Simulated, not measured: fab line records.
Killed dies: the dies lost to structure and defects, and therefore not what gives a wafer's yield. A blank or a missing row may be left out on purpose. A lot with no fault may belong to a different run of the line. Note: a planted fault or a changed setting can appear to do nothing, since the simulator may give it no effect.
fab line records -- flow nand-harc -- part 1 of 2: steps 1 to 4 of 6
[record] lots = 23, wafers = 69, last-day = 33
route steps=1302 shown P_M1@306 P_M2@340 P_BONDPAD@368 A_CHANNEL_HOLE_D1@468 A_CHANNEL_FILL_D1@509
lots that met no fault: from a run of the same line without faults
start-h: the number of hours between the record's first day and the start of the first shown wafer of the lot -- wait-h: hours since the lot's step before -- " same as the row above -- L1.1+2: one row covering several wafers at once -- - no value, or no start given -- * or withheld: withheld -- < > ~ a bound
route shown NAME@n: NAME is a module with steps in the file, n the number in the route of the first one -- usual: mean/standard deviation taken from wafers without a fault -- same: alike in all rows -- chamber/n: place in a boat -- sites: the reading at each site -- _std_site: standard deviation of those values -- _edge_site: outer sites' mean less inner sites' -- radius-mm: how far each site lies from the wafer's centre -- mask NAME#n: copy n -- behind: tool/chamber where the wafer was last shaped -- hold: cause of the lot's hold/its duration in hours/its outcome -- device: transistor that didn't switch, given as n, p or np -- end of line: at the end of the route, the tests of the same wafers -- where a step has no rows: the recipe by itself -- killed: dies lost to structure and defects at the first sort, not the wafer's yield -- map: the dies of a wafer, with x for killed, . for not killed, _ for no die there
set.NAME: the setting that was run; set.NAME@STEP: the one run at that earlier step -- model.NAME: the simulator's own value behind a step, which no gauge read
route steps across a sampled set of lots; one table per step, one row per wafer
services: a tool's chamber out of use, with start hour (start-h, from the record's first day; less than 0 if before it), hours out, and reason
[[steps]]
[step NHARC_P_M1_PRE_CLEAN_30]
[recipe] time-s = 30, temp-c = 280, gas = H2/He
[usual] heater-power-w = 410/51
lot.wafer,tool,chamber,start-h,wait-h,heater-power-w
L074.2,pvd-sputter-01,-,-,-,443
L074.4,pvd-sputter-01,-,-,-,372
L074.5,pvd-sputter-01,-,-,-,442
L075.2,pvd-sputter-01,-,-,-,356
L075.3,pvd-sputter-01,-,-,-,438
L075.6,pvd-sputter-01,-,-,-,360
L076.1,pvd-sputter-01,-,-,-,436
L076.3,pvd-sputter-01,-,-,-,356
L076.2,pvd-sputter-01,-,-,-,443
L077.1,pvd-sputter-02,-,-,-,424
L077.2,pvd-sputter-02,-,-,-,522
L077.5,pvd-sputter-02,-,-,-,390
L078.4,pvd-sputter-01,-,-,-,353
L078.3,pvd-sputter-01,-,-,-,444
L078.6,pvd-sputter-01,-,-,-,360
L079.3,pvd-sputter-03,-,-,-,417
L079.4,pvd-sputter-03,-,-,-,457
L079.1,pvd-sputter-03,-,-,-,344
L080.3,pvd-sputter-02,-,-,-,423
L080.1,pvd-sputter-02,-,-,-,389
L080.5,pvd-sputter-02,-,-,-,357
L081.3,pvd-sputter-02,-,-,-,363
L081.6,pvd-sputter-02,-,-,-,387
L081.5,pvd-sputter-02,-,-,-,420
L082.4,pvd-sputter-01,-,-,-,458
L082.3,pvd-sputter-01,-,-,-,381
L082.6,pvd-sputter-01,-,-,-,362
L083.3,pvd-sputter-03,-,-,-,462
L083.2,pvd-sputter-03,-,-,-,341
L083.4,pvd-sputter-03,-,-,-,382
L084.1,pvd-sputter-02,-,-,-,375
L084.5,pvd-sputter-02,-,-,-,358
L084.6,pvd-sputter-02,-,-,-,533
L086.4,pvd-sputter-03,-,-,-,384
L086.3,pvd-sputter-03,-,-,-,333
L086.6,pvd-sputter-03,-,-,-,363
L087.3,pvd-sputter-03,-,-,-,370
L087.4,pvd-sputter-03,-,-,-,406
L087.6,pvd-sputter-03,-,-,-,347
L088.3,pvd-sputter-02,-,-,-,388
L088.2,pvd-sputter-02,-,-,-,418
L088.5,pvd-sputter-02,-,-,-,539
L089.3,pvd-sputter-01,-,-,-,430
L089.5,pvd-sputter-01,-,-,-,431
L089.6,pvd-sputter-01,-,-,-,434
L090.2,pvd-sputter-03,-,-,-,385
L090.5,pvd-sputter-03,-,-,-,392
L090.6,pvd-sputter-03,-,-,-,458
L091.2,pvd-sputter-01,-,-,-,382
L091.6,pvd-sputter-01,-,-,-,385
L091.5,pvd-sputter-01,-,-,-,369
L092.4,pvd-sputter-01,-,-,-,419
L092.2,pvd-sputter-01,-,-,-,391
L092.5,pvd-sputter-01,-,-,-,433
L093.1,pvd-sputter-01,-,-,-,386
L093.2,pvd-sputter-01,-,-,-,371
L093.5,pvd-sputter-01,-,-,-,423
L094.3,pvd-sputter-02,-,-,-,370
L094.1,pvd-sputter-02,-,-,-,510
L094.5,pvd-sputter-02,-,-,-,527
L095.4,pvd-sputter-02,-,-,-,527
L095.5,pvd-sputter-02,-,-,-,376
L095.6,pvd-sputter-02,-,-,-,525
L096.2,pvd-sputter-02,-,-,-,367
L096.1,pvd-sputter-02,-,-,-,522
L096.4,pvd-sputter-02,-,-,-,401
L097.1,pvd-sputter-02,-,-,-,403
L097.3,pvd-sputter-02,-,-,-,371
L097.5,pvd-sputter-02,-,-,-,408
[step NHARC_P_M2_PVD_20]
[recipe] target-thk-a = 50, bias-v = 168.6, power-w = 15000, chamber-pressure-pa = 0.12, time-s = 8.06, substrate-temp-c = 50, material = TaN
[usual] throttle-valve-pct = 29.9/0.73
lot.wafer,tool,chamber,start-h,wait-h,throttle-valve-pct
L074.2,pvd-sputter-02,-,-,-,31.2
L074.4,pvd-sputter-02,-,-,-,30.2
L074.5,pvd-sputter-02,-,-,-,31.2
L075.2,pvd-sputter-03,-,-,-,28.8
L075.3,pvd-sputter-03,-,-,-,29.3
L075.6,pvd-sputter-03,-,-,-,28.7
L076.1,pvd-sputter-03,-,-,-,29.1
L076.2,pvd-sputter-03,-,-,-,30.9
L076.3,pvd-sputter-03,-,-,-,28.8
L077.1,pvd-sputter-03,-,-,-,29.0
L077.2,pvd-sputter-03,-,-,-,30.4
L077.5,pvd-sputter-03,-,-,-,28.8
L078.4,pvd-sputter-03,-,-,-,29.4
L078.3,pvd-sputter-03,-,-,-,30.5
L078.6,pvd-sputter-03,-,-,-,29.1
L079.4,pvd-sputter-01,-,-,-,30.8
L079.3,pvd-sputter-01,-,-,-,30.8
L079.1,pvd-sputter-01,-,-,-,29.7
L080.1,pvd-sputter-02,-,-,-,30.4
L080.3,pvd-sputter-02,-,-,-,30.3
L080.5,pvd-sputter-02,-,-,-,31.4
L081.3,pvd-sputter-02,-,-,-,31.0
L081.5,pvd-sputter-02,-,-,-,30.0
L081.6,pvd-sputter-02,-,-,-,30.4
L082.3,pvd-sputter-03,-,-,-,29.7
L082.4,pvd-sputter-03,-,-,-,28.8
L082.6,pvd-sputter-03,-,-,-,30.2
L083.4,pvd-sputter-02,-,-,-,30.3
L083.3,pvd-sputter-02,-,-,-,30.9
L083.2,pvd-sputter-02,-,-,-,31.1
L084.1,pvd-sputter-01,-,-,-,30.7
L084.5,pvd-sputter-01,-,-,-,29.5
L084.6,pvd-sputter-01,-,-,-,29.9
L086.4,pvd-sputter-01,-,-,-,29.7
L086.3,pvd-sputter-01,-,-,-,29.6
L086.6,pvd-sputter-01,-,-,-,30.6
L087.3,pvd-sputter-01,-,-,-,29.6
L087.4,pvd-sputter-01,-,-,-,30.3
L087.6,pvd-sputter-01,-,-,-,29.3
L088.2,pvd-sputter-01,-,-,-,29.8
L088.3,pvd-sputter-01,-,-,-,29.7
L088.5,pvd-sputter-01,-,-,-,30.0
L089.3,pvd-sputter-03,-,-,-,29.9
L089.5,pvd-sputter-03,-,-,-,29.5
L089.6,pvd-sputter-03,-,-,-,30.3
L090.2,pvd-sputter-03,-,-,-,29.2
L090.6,pvd-sputter-03,-,-,-,29.1
L090.5,pvd-sputter-03,-,-,-,30.1
L091.2,pvd-sputter-03,-,-,-,28.8
L091.5,pvd-sputter-03,-,-,-,30.1
L091.6,pvd-sputter-03,-,-,-,28.9
L092.4,pvd-sputter-03,-,-,-,29.9
L092.2,pvd-sputter-03,-,-,-,28.5
L092.5,pvd-sputter-03,-,-,-,30.1
L093.2,pvd-sputter-02,-,-,-,31.4
L093.1,pvd-sputter-02,-,-,-,30.6
L093.5,pvd-sputter-02,-,-,-,31.2
L094.3,pvd-sputter-01,-,-,-,30.4
L094.1,pvd-sputter-01,-,-,-,30.0
L094.5,pvd-sputter-01,-,-,-,30.2
L095.4,pvd-sputter-02,-,-,-,29.9
L095.5,pvd-sputter-02,-,-,-,30.5
L095.6,pvd-sputter-02,-,-,-,30.0
L096.1,pvd-sputter-01,-,-,-,29.4
L096.2,pvd-sputter-01,-,-,-,30.0
L096.4,pvd-sputter-01,-,-,-,30.3
L097.1,pvd-sputter-02,-,-,-,30.1
L097.3,pvd-sputter-02,-,-,-,30.2
L097.5,pvd-sputter-02,-,-,-,30.3
[step NHARC_P_BONDPAD_ETCH_37]
[recipe] target-depth-a = 600, overetch-a = 180, time-s = 65.91, ion-energy-ev = 200, n2-flow-sccm = 150, h2-flow-sccm = 150, ar-flow-sccm = 0, rf-w = 400, bias-w = 150, chemistry = N2/H2
[usual] drypump-motor-current-A = 5.8/0.58, oes-product-au = 0.999/0.0072, rf-vpp-V = 431.4/2.8, showerhead-plenum-p-Torr = 2.07/0.095, throttle-valve-pct = 14.170/0.009
lot.wafer,tool,chamber,start-h,wait-h,drypump-motor-current-A,oes-product-au,rf-hours-counter-h,rf-vpp-V,showerhead-plenum-p-Torr,throttle-valve-pct
L074.4,rie-diel-04,3,138.82,0.1,6.7,1.009,6.0,427.7,1.98,14.181
L074.2,rie-diel-04,1,138.82,0.1,5.4,1.000,4.9,431.1,2.06,14.162
L074.5,rie-diel-04,0,138.82,0.1,5.5,0.992,-,435.4,2.14,14.167
L075.3,rie-diel-04,1,142.28,0.1,5.4,1.000,5.0,431.0,2.06,14.179
L075.2,rie-diel-04,3,142.28,0.1,6.7,1.004,6.2,429.0,1.98,14.162
L075.6,rie-diel-04,0,142.28,0.1,5.4,1.006,-,433.7,2.14,14.156
L076.3,rie-diel-04,0,156.13,0.1,5.5,0.989,6.5,432.3,2.14,14.163
L076.1,rie-diel-04,1,156.13,0.1,5.4,0.995,5.4,430.2,2.06,14.164
L076.2,rie-diel-04,2,156.13,0.1,6.3,0.995,6.3,435.1,2.20,14.153
L077.2,rie-diel-04,2,167.76,0.1,6.2,0.991,7.0,435.0,2.20,14.165
L077.1,rie-diel-04,0,167.76,0.1,5.5,0.993,7.1,433.9,2.14,14.164
L077.5,rie-diel-04,2,167.76,0.1,6.3,1.001,-,434.7,2.20,14.176
L078.3,rie-diel-05,2,169.33,0.1,6.0,0.995,2.7,426.3,1.90,14.191
L078.4,rie-diel-05,3,169.33,0.1,5.6,0.989,2.7,431.6,2.08,14.160
L078.6,rie-diel-05,1,169.33,0.1,6.5,0.999,-,436.0,2.17,14.156
L079.4,rie-diel-05,2,182.40,0.1,6.0,1.006,2.9,427.0,1.90,14.171
L079.3,rie-diel-05,3,182.40,0.1,5.5,0.989,2.9,432.8,2.08,14.174
L079.1,rie-diel-05,1,182.40,0.1,6.4,1.014,3.0,434.4,2.17,14.184
L080.1,rie-diel-04,3,196.84,0.1,6.6,0.999,0.1,429.8,1.98,14.168
L080.3,rie-diel-04,1,196.84,0.1,5.4,1.006,0.1,431.6,2.06,14.163
L080.5,rie-diel-04,0,196.84,0.1,5.5,0.999,-,433.1,2.14,14.177
L081.3,rie-diel-05,3,216.04,0.1,5.5,0.998,3.9,432.9,2.08,14.167
L081.6,rie-diel-05,0,216.04,0.1,4.9,0.994,-,430.1,1.99,14.167
L081.5,rie-diel-05,1,216.04,0.1,6.4,0.995,-,434.5,2.17,14.170
L082.3,rie-diel-04,0,224.85,0.1,5.4,0.997,2.0,434.8,2.14,14.167
L082.4,rie-diel-04,2,224.85,0.1,6.3,1.006,-,434.3,2.20,14.172
L082.6,rie-diel-04,0,224.85,0.1,5.4,1.007,-,434.7,2.14,14.171
L083.2,rie-diel-09,3,226.41,0.1,6.2,1.003,5.8,432.8,2.16,14.172
L083.4,rie-diel-09,0,226.41,0.1,5.7,0.997,5.6,435.1,2.20,14.184
L083.3,rie-diel-09,2,226.41,0.1,6.1,1.003,6.0,431.6,2.05,14.166
L084.1,rie-diel-05,1,245.88,0.1,6.4,1.001,0.1,434.5,2.17,14.169
L084.6,rie-diel-05,3,245.88,0.1,5.5,0.993,-,430.0,2.08,14.169
L084.5,rie-diel-05,0,245.88,0.1,4.9,0.990,-,428.3,1.99,14.171
L086.3,rie-diel-05,1,257.34,0.1,6.4,0.990,0.4,435.4,2.17,14.178
L086.4,rie-diel-05,2,257.34,0.1,6.0,0.992,0.4,426.5,1.90,14.168
L086.6,rie-diel-05,0,257.34,0.1,4.9,0.999,-,429.7,1.99,14.177
L087.4,rie-diel-09,2,262.13,0.1,6.2,0.993,7.5,430.2,2.05,14.182
L087.3,rie-diel-09,3,262.13,0.1,6.2,1.001,6.9,432.3,2.16,14.177
L087.6,rie-diel-09,2,262.13,0.1,6.1,1.012,-,429.5,2.05,14.193
L088.2,rie-diel-05,3,278.66,0.1,5.5,0.990,0.9,432.2,2.08,14.171
L088.3,rie-diel-05,2,278.66,0.1,6.0,0.997,0.7,428.6,1.90,14.166
L088.5,rie-diel-05,3,278.66,0.1,5.5,0.998,-,431.4,2.08,14.162
L089.3,rie-diel-04,2,278.84,0.1,6.3,1.011,4.8,434.2,2.20,14.160
L089.5,rie-diel-04,3,278.84,0.1,6.6,0.997,-,428.1,1.98,14.187
L089.6,rie-diel-04,0,278.84,0.1,5.5,0.992,-,431.7,2.14,14.166
L090.2,rie-diel-05,3,300.21,0.1,5.5,0.996,1.2,432.1,2.08,14.173
L090.6,rie-diel-05,3,300.21,0.1,5.5,1.010,-,432.9,2.08,14.172
L090.5,rie-diel-05,0,300.21,0.1,4.9,1.009,-,429.2,1.99,14.174
L091.2,rie-diel-05,2,302.08,0.1,6.0,1.007,1.1,425.9,1.90,14.180
L091.6,rie-diel-05,1,302.08,0.1,6.4,1.006,-,433.9,2.17,14.162
L091.5,rie-diel-05,2,302.08,0.1,6.0,0.992,-,425.3,1.90,14.182
L092.2,rie-diel-04,0,310.29,0.1,5.4,0.995,6.6,431.9,2.14,14.147
L092.4,rie-diel-04,2,310.29,0.1,6.4,0.994,6.2,435.4,2.20,14.183
L092.5,rie-diel-04,3,310.29,0.1,6.7,1.008,-,427.2,1.98,14.163
L093.1,rie-diel-05,0,321.91,0.1,4.9,0.993,2.1,430.3,1.99,14.167
L093.2,rie-diel-05,1,321.91,0.1,6.4,1.001,1.9,434.7,2.17,14.170
L093.5,rie-diel-05,0,321.91,0.1,4.9,0.995,-,429.0,1.99,14.170
L094.1,rie-diel-04,2,337.82,0.1,6.3,1.005,7.9,434.2,2.20,14.185
L094.3,rie-diel-04,1,337.82,0.1,5.4,1.000,7.3,432.9,2.06,14.173
L094.5,rie-diel-04,3,337.82,0.1,6.7,0.996,-,427.5,1.98,14.169
L095.4,rie-diel-04,0,341.25,0.1,5.5,0.989,8.1,432.9,2.14,14.148
L095.6,rie-diel-04,2,341.25,0.1,6.3,0.992,-,434.2,2.20,14.181
L095.5,rie-diel-04,3,341.25,0.1,6.7,0.988,-,429.9,1.98,14.154
L096.1,rie-diel-05,1,354.07,0.1,6.4,0.996,2.9,435.5,2.17,14.173
L096.4,rie-diel-05,2,354.07,0.1,6.0,0.988,2.9,425.6,1.90,14.169
L096.2,rie-diel-05,0,354.07,0.1,4.9,1.002,3.1,428.3,1.99,14.183
L097.1,rie-diel-05,1,363.88,0.1,6.4,1.013,3.5,434.1,2.17,14.181
L097.3,rie-diel-05,2,363.88,0.1,6.0,0.997,3.5,425.9,1.90,14.179
L097.5,rie-diel-05,1,363.88,0.1,6.4,1.003,-,432.7,2.17,14.170
[step NHARC_P_BONDPAD_STRIP_15]
[recipe] o2-flow-sccm = 500, ar-flow-sccm = 0, bias-w = 0, chemistry = O2
[usual] drypump-motor-current-A = 6.0/0.52, oes-product-au = 0.999/0.007, rf-vpp-V = 57.7/0.89, showerhead-plenum-p-Torr = 3.59/0.15, throttle-valve-pct = 17.037/0.0086
lot.wafer,tool,chamber,start-h,wait-h,drypump-motor-current-A,oes-product-au,rf-hours-counter-h,rf-vpp-V,showerhead-plenum-p-Torr,throttle-valve-pct
L074.4,rie-diel-05,0,139.12,0.1,4.9,0.990,2,58.1,3.46,17.024
L074.2,rie-diel-05,3,139.12,0.1,5.5,0.982,2,57.0,3.59,17.018
L074.5,rie-diel-05,0,139.12,0.1,4.9,0.992,-,56.6,3.46,17.043
L075.2,rie-diel-09,1,142.58,0.1,6.7,0.997,11,58.2,3.41,17.035
L075.3,rie-diel-09,3,142.58,0.1,6.2,1.000,10,57.7,3.73,17.055
L075.6,rie-diel-09,2,142.58,0.1,6.2,0.990,-,59.1,3.54,17.038
L076.1,rie-diel-05,3,156.43,0.1,5.5,0.984,2,58.4,3.59,17.033
L076.2,rie-diel-05,1,156.43,0.1,6.4,0.984,3,59.7,3.73,17.033
L076.3,rie-diel-05,2,156.43,0.1,6.0,0.985,2,57.6,3.31,17.042
L077.2,rie-diel-09,2,168.05,0.1,6.2,1.011,1,57.9,3.54,17.035
L077.1,rie-diel-09,0,168.05,0.1,5.7,0.997,1,57.8,3.78,17.032
L077.5,rie-diel-09,3,168.05,0.1,6.3,1.007,-,57.8,3.73,17.023
L078.4,rie-diel-04,0,169.62,0.1,5.5,0.999,7,58.4,3.69,17.043
L078.3,rie-diel-04,3,169.62,0.1,6.6,1.001,7,55.8,3.44,17.037
L078.6,rie-diel-04,1,169.62,0.1,5.4,0.999,-,56.9,3.56,17.037
L079.3,rie-diel-09,0,182.70,0.1,5.7,0.996,3,57.7,3.78,17.033
L079.4,rie-diel-09,1,182.70,0.1,6.7,0.996,2,57.8,3.41,17.040
L079.1,rie-diel-09,2,182.70,0.1,6.1,0.997,2,57.6,3.54,17.048
L080.1,rie-diel-05,2,197.14,0.1,6.0,0.999,3,57.2,3.31,17.045
L080.3,rie-diel-05,1,197.14,0.1,6.4,1.011,3,58.3,3.73,17.033
L080.5,rie-diel-05,3,197.14,0.1,5.5,0.984,-,58.0,3.59,17.019
L081.3,rie-diel-04,1,216.33,0.1,5.4,1.009,1,58.5,3.56,17.032
L081.6,rie-diel-04,2,216.33,0.1,6.3,0.989,-,59.1,3.78,17.034
L081.5,rie-diel-04,0,216.33,0.1,5.5,0.990,-,57.2,3.69,17.030
L082.4,rie-diel-05,0,225.19,0.1,4.9,0.987,4,57.3,3.46,17.041
L082.3,rie-diel-05,1,225.19,0.1,6.4,1.006,4,56.5,3.73,17.040
L082.6,rie-diel-05,0,225.19,0.1,4.9,0.990,-,56.6,3.46,17.039
L083.3,rie-diel-04,2,226.72,0.1,6.3,0.998,2,58.7,3.78,17.050
L083.2,rie-diel-04,1,226.72,0.1,5.4,1.002,2,55.5,3.56,17.025
L083.4,rie-diel-04,2,226.72,0.1,6.3,1.006,-,56.4,3.78,17.034
L084.1,rie-diel-09,0,246.20,0.1,5.7,0.984,6,58.7,3.78,17.034
L084.5,rie-diel-09,2,246.20,0.1,6.2,1.008,-,57.9,3.54,17.048
L084.6,rie-diel-09,3,246.20,0.1,6.2,0.993,-,58.1,3.72,17.026
L086.3,rie-diel-09,3,257.64,0.1,6.3,0.995,7,58.4,3.72,17.033
L086.4,rie-diel-09,0,257.64,0.1,5.7,0.996,7,57.7,3.78,17.016
L086.6,rie-diel-09,3,257.64,0.1,6.2,1.011,-,57.7,3.72,17.053
L087.4,rie-diel-05,1,262.42,0.1,6.5,1.009,1,57.4,3.73,17.045
L087.3,rie-diel-05,3,262.42,0.1,5.6,1.001,1,58.2,3.59,17.047
L087.6,rie-diel-05,1,262.42,0.1,6.5,1.003,-,59.3,3.73,17.032
L088.2,rie-diel-09,3,278.96,0.1,6.3,1.002,7,56.8,3.72,17.032
L088.3,rie-diel-09,1,278.96,0.1,6.7,0.991,8,56.2,3.40,17.036
L088.5,rie-diel-09,3,278.96,0.1,6.2,1.001,-,57.0,3.72,17.047
L089.3,rie-diel-05,2,279.14,0.1,6.0,1.012,1,57.8,3.31,17.043
L089.5,rie-diel-05,1,279.14,0.1,6.4,1.010,-,58.5,3.73,17.016
L089.6,rie-diel-05,2,279.14,0.1,6.0,1.003,-,58.0,3.31,17.024
L090.2,rie-diel-04,2,300.55,0.1,6.4,1.002,6,58.0,3.78,17.042
L090.5,rie-diel-04,0,300.55,0.1,5.5,0.997,-,58.9,3.69,17.035
L090.6,rie-diel-04,1,300.55,0.1,5.4,1.007,-,56.8,3.56,17.046
L091.2,rie-diel-04,3,302.41,0.1,6.7,0.995,6,59.3,3.43,17.042
L091.6,rie-diel-04,1,302.41,0.1,5.4,1.005,-,57.9,3.56,17.035
L091.5,rie-diel-04,2,302.41,0.1,6.3,0.999,-,57.7,3.78,17.048
L092.2,rie-diel-09,1,310.61,0.1,6.7,1.002,10,57.2,3.40,17.038
L092.4,rie-diel-09,0,310.61,0.1,5.7,0.995,10,57.5,3.78,17.045
L092.5,rie-diel-09,1,310.61,0.1,6.7,1.005,-,56.8,3.40,17.039
L093.2,rie-diel-04,0,322.24,0.1,5.5,0.994,7,58.4,3.69,17.029
L093.1,rie-diel-04,2,322.24,0.1,6.3,0.992,7,56.8,3.78,17.033
L093.5,rie-diel-04,0,322.24,0.1,5.5,1.004,-,58.6,3.69,17.049
L094.1,rie-diel-09,1,338.14,0.1,6.7,1.000,0,57.8,3.40,17.032
L094.3,rie-diel-09,2,338.14,0.1,6.2,0.990,0,58.1,3.54,17.041
L094.5,rie-diel-09,1,338.14,0.1,6.7,0.999,-,58.3,3.40,17.040
L095.6,rie-diel-09,1,341.61,0.1,6.7,1.005,-,58.0,3.40,17.046
L095.5,rie-diel-09,2,341.61,0.1,6.2,0.995,-,57.6,3.54,17.041
L095.4,rie-diel-09,0,341.61,0.1,5.7,0.998,-,57.8,3.78,17.028
L096.4,rie-diel-04,2,354.38,0.1,6.3,1.004,8,58.8,3.78,17.045
L096.2,rie-diel-04,3,354.38,0.1,6.7,1.003,8,56.8,3.43,17.030
L096.1,rie-diel-04,0,354.38,0.1,5.5,0.996,9,56.9,3.69,17.029
L097.3,rie-diel-04,2,364.18,0.1,6.3,0.996,0,60.4,3.78,17.048
L097.1,rie-diel-04,0,364.18,0.1,5.5,0.992,0,58.4,3.69,17.043
L097.5,rie-diel-04,2,364.18,0.1,6.3,0.992,-,57.3,3.78,17.044
